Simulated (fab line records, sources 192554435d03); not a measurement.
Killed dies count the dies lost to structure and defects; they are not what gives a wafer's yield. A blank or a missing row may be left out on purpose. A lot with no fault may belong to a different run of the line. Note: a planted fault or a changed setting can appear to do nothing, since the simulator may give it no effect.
Chamber matching ; flow n5Finfet ; 4 sister chambers for N5_MOL_CONTACT_COAG_STRIP_72 on rieDiel-04
The step strips in N2/H2. 4 wafers are shown with their chamber, then 8 later ones without.

== WAFERS, EACH WITH ITS CHAMBER ==
wafer;chamber;drypumpMotorCurrentA (A)
L075.6;1;5.3
L079.6;3;5.6
L083.1;2;4.8
L087.1;0;5.9

== WAFERS MISSING THEIR CHAMBER ==
wafer;drypumpMotorCurrentA (A)
L087.2;5.3
L087.6;5.9
L090.2;5.6
L090.3;5.3
L090.4;4.8
L091.1;5.3
L091.3;5.7
L091.4;5.9

== WHICH CHAMBER EACH WENT THROUGH ==
wafer;from the rows above;in truth
L087.2;1;1
L087.6;0;0
L090.2;3;3
L090.3;1;1
L090.4;2;2
L091.1;1;1
L091.3;3;3
L091.4;0;0
Correct placement for 8 of the 8. Can't be placed from these rows: 0. Wrongly placed: 0.
How it was worked out, from the rows above alone: a wafer's distance from a chamber is the root of the sum, over the readings, of the square of ((its reading less the chamber's mean) divided by the reading's scatter). If the next closest chamber is less than 2 further off than the closest, the wafer can't be placed; otherwise it belongs to the closest. Each chamber's mean is taken over the wafers shown for it. The scatter (one wafer shown for each chamber): square how far every hidden wafer sits from the nearest shown wafer, average those squares and take the square root.
